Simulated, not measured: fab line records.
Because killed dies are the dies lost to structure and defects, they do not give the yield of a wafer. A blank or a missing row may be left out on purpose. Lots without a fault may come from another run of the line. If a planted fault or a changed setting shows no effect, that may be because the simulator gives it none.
A struck lot beside a sound one || flow n5-finfet || 15 steps out of a route of 1938
Sound: these wafers, L932.3, L932.4, L932.6. Struck: wafers L943.1, L943.2, L943.3. At the end, the cause is stated.
Order at every step that has rows: each side's tool, ch and its chambers, its first start. Under that, the readings that differ: sound wafers || struck wafers || difference of the means || sigmas: that difference in standard deviations of wafers without a fault.
alike: readings whose means differ by less than 2 such deviations, and words and numbers that are the same on both sides. not compared: withheld readings, readings that some wafer has no value for, bounds like >300 that may hide the same value, and numbers for which the record gives no deviation and whose values overlap.
Wherever a step has rows on one side only, a row that says differs or no value, or a row with sigmas, the two part there. Non-overlapping numbers with no deviation appear without sigmas and do not part them. Lack of a reading on every wafer of one side parts them only where that side has two or more wafers.

first, 4 steps without rows for these wafers: N5_FIN_SAQP_SOFTBAKE_11 (time 60 s); N5_FIN_SAQP_EXPOSE_13 (exposes mask FIN CORE, target cd 35.6 nm); N5_FIN_SAQP_PEB_14 (peb time 60 s); N5_FIN_SAQP_DEVELOP_15 (develop time 30 s).
N5_FIN_SAQP_CD_MEAS_16: target cd 35.6 nm.
  sound on cd-sem-01 ch 0, day 2 09:37; struck on cd-sem-01 ch 0, day 5 04:33
  alike: cd-nm
N5_FIN_SAQP_OVL_MEAS_17:
  sound on overlay-01 ch 0, day 2 09:38; struck on overlay-02 ch 0, day 5 04:35
  alike: FIN_CORE_OVL
N5_FIN_SAQP_INSPECT_18: inspects for defects (brightfield).
  sound: defect-inspect-02 at day 2 09:40; struck: defect-inspect-01 at day 5 04:37
  alike: raw-defect-count
N5_FIN_SAQP_DESCUM_21: chemistry O2, time 7.9 s.
  sound on rie-diel-01 ch 0,1,3, day 2 09:42; struck on rie-diel-03 ch 0,1,2, day 5 04:39
  alike: drypump-motor-current-A, oes-product-au, rf-vpp-V, showerhead-plenum-p-Torr, throttle-valve-pct
  not compared: rf-hours-counter-h
N5_FIN_SAQP_ETCH_51: etches SiARC in CF4, target depth 45.5 nm, time 75.8 s.
  sound on rie-diel-01 ch 0,1,3, day 2 09:44; struck on rie-diel-03 ch 0,1,2, day 5 04:41
  alike: cf4-flow-sccm, drypump-motor-current-A, etch-rf-on-time-s, oes-product-au, rf-vpp-V, showerhead-plenum-p-Torr, throttle-valve-pct
  not compared: rf-hours-counter-h
N5_FIN_SAQP_ETCH_52: etches SOC in N2/H2, target depth 100 nm, overetch 20 nm, time 150 s.
  sound on rie-diel-01 ch 0,1,3, day 2 09:47; struck on rie-diel-03 ch 0,1,2, day 5 04:44
  alike: drypump-motor-current-A, oes-product-au, rf-vpp-V, showerhead-plenum-p-Torr, throttle-valve-pct
  not compared: rf-hours-counter-h
then, 1 step without rows for these wafers: N5_FIN_SAQP_STRIP_53 (strips in N2/H2).
N5_FIN_SAQP_HM_OPEN_73: chemistry CHF3/O2, target SiO2, stops on a-Si, target depth 12 nm, time 16.8 s.
  sound on rie-diel-01 ch 0,1,3, day 2 09:54; struck on rie-diel-03 ch 0,1,2, day 5 04:51
  alike: drypump-motor-current-A, oes-product-au, rf-vpp-V, showerhead-plenum-p-Torr, throttle-valve-pct
  not compared: rf-hours-counter-h
N5_FIN_SAQP_STRIP_74: strips in CHF3/O2.
  sound on rie-diel-01 ch 0,1,3, day 2 09:57; struck on rie-diel-03 ch 0,1,2, day 5 04:54
{"reading": "model.SiARC_of_FIN_SAQP_COAT_50.thk-nm (nm)", "sound": "0 0 0", "struck": "5.859 5.838 5.756", "difference": "+5.818", "sigmas": ""}
N5_FIN_SAQP_MANDREL_ETCH_22: etches a-Si in HBr/Cl2, stops on SiNx, target depth 60 nm, bt time 10 s, time 30 s.
  sound on rie-si-05 ch 2,3, day 2 09:59; struck on rie-si-05 ch 0,2,3, day 5 04:56
  alike: drypump-motor-current-A, oes-product-au, throttle-valve-pct
  not compared: rf-hours-counter-h
-- record jumps: 10 days separate the struck wafers' starts on either side; left off in module FIN_SAQP, taken up again in module PASSIVATION, whose first shown step is the route's number 1936 --
N5_PASSIVATION_PROBE_49:
  sound: prober-01 at day 12 13:40; struck: prober-02 at day 15 15:24
  alike: killed_at_M0_to_M3, killed_at_M4_up, killed-at-contacts, killed-at-front-end, killed-at-other, killed-dies, killed-open, killed-short

== WHERE THEY PART ==
Nowhere in this record.

WHY: what had been put in by the simulator
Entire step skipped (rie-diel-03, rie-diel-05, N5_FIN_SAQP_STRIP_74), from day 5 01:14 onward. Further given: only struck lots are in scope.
